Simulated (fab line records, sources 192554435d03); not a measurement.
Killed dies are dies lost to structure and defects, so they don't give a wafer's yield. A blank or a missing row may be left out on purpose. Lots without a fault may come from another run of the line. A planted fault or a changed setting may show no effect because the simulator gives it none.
Chamber matching | flow n5_finfet | N5_HKMG_FIN_STRIP_57 on rie_diel-01: 4 sister chambers
The step strips in CF4. 18 wafers are shown with their chamber, then 9 later ones without.

WAFERS WITH THEIR CHAMBER
wafer  | chamber | showerhead_plenum_p_Torr (Torr) | throttle_valve_pct (%) | oes_product_au (a.u.)
L076.1 | 1       | 1.85                            | 13.80                  | 0.71
L076.3 | 0       | 1.78                            | 13.88                  | 0.68
L076.6 | 0       | 1.78                            | 13.89                  | 0.69
L079.1 | 0       | 1.77                            | 13.91                  | 0.68
L079.4 | 3       | 1.84                            | 13.27                  | 0.98
L079.6 | 2       | 1.71                            | 13.80                  | 0.71
L081.1 | 3       | 1.84                            | 13.27                  | 0.95
L081.3 | 2       | 1.71                            | 13.81                  | 0.70
L081.6 | 3       | 1.84                            | 13.29                  | 0.95
L084.1 | 1       | 1.85                            | 13.85                  | 0.69
L084.5 | 2       | 1.71                            | 13.83                  | 0.69
L084.6 | 1       | 1.85                            | 13.84                  | 0.69
L085.1 | 2       | 1.71                            | 13.82                  | 0.69
L085.4 | 1       | 1.85                            | 13.84                  | 0.70
L085.5 | 2       | 1.71                            | 13.82                  | 0.69
L086.1 | 1       | 1.85                            | 13.85                  | 0.69
L086.2 | 3       | 1.84                            | 13.30                  | 0.92
L086.4 | 1       | 1.85                            | 13.85                  | 0.68

SIGNATURES (means of the wafers above)
reading                  | chamber 0 | chamber 1 | chamber 2 | chamber 3 | scatter within a chamber
showerhead_plenum_p_Torr | 1.7767    | 1.8500    | 1.7100    | 1.8400    | 0.00218
throttle_valve_pct       | 13.8933   | 13.8383   | 13.8160   | 13.2825   | 0.0159
oes_product_au           | 0.6833    | 0.6933    | 0.6960    | 0.9500    | 0.0139
Rule: a wafer's distance from a chamber is the root of the sum, over the readings, of the square of ((its reading less the chamber's mean) divided by the reading's scatter). The wafer belongs to the nearest chamber; if the next one is less than 2 further off, it can't be placed. The scatter: the root of (the sum of the squares of (reading less its chamber's mean) over the shown wafers, divided by (wafers less chambers)).

WAFERS WITHOUT THEIR CHAMBER
wafer  | showerhead_plenum_p_Torr (Torr) | throttle_valve_pct (%) | oes_product_au (a.u.)
L090.4 | 1.77                            | 13.38                  | 0.90
L090.5 | 1.71                            | 13.85                  | 0.69
L090.6 | 1.83                            | 13.33                  | 0.90
L092.4 | 1.85                            | 13.33                  | 0.93
L092.5 | 1.77                            | 13.40                  | 0.89
L092.6 | 1.83                            | 13.34                  | 0.89
L094.1 | 1.84                            | 13.34                  | 0.91
L094.2 | 1.70                            | 13.89                  | 0.69
L094.3 | 1.83                            | 13.34                  | 0.88

WHICH CHAMBER EACH WENT THROUGH
wafer  | from the rows above     | in truth
L090.4 | 3                       | 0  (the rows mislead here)
L090.5 | 2                       | 2
L090.6 | 3                       | 3
L092.4 | 3                       | 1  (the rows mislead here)
L092.5 | can't be placed: 3 or 0 | 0
L092.6 | 3                       | 3
L094.1 | 3                       | 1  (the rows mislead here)
L094.2 | 2                       | 2
L094.3 | 3                       | 3
Placed correctly: 5 of 9. Can't be placed from these rows: 1 (the true chamber is among the candidates in 1). Placed wrongly: 3.
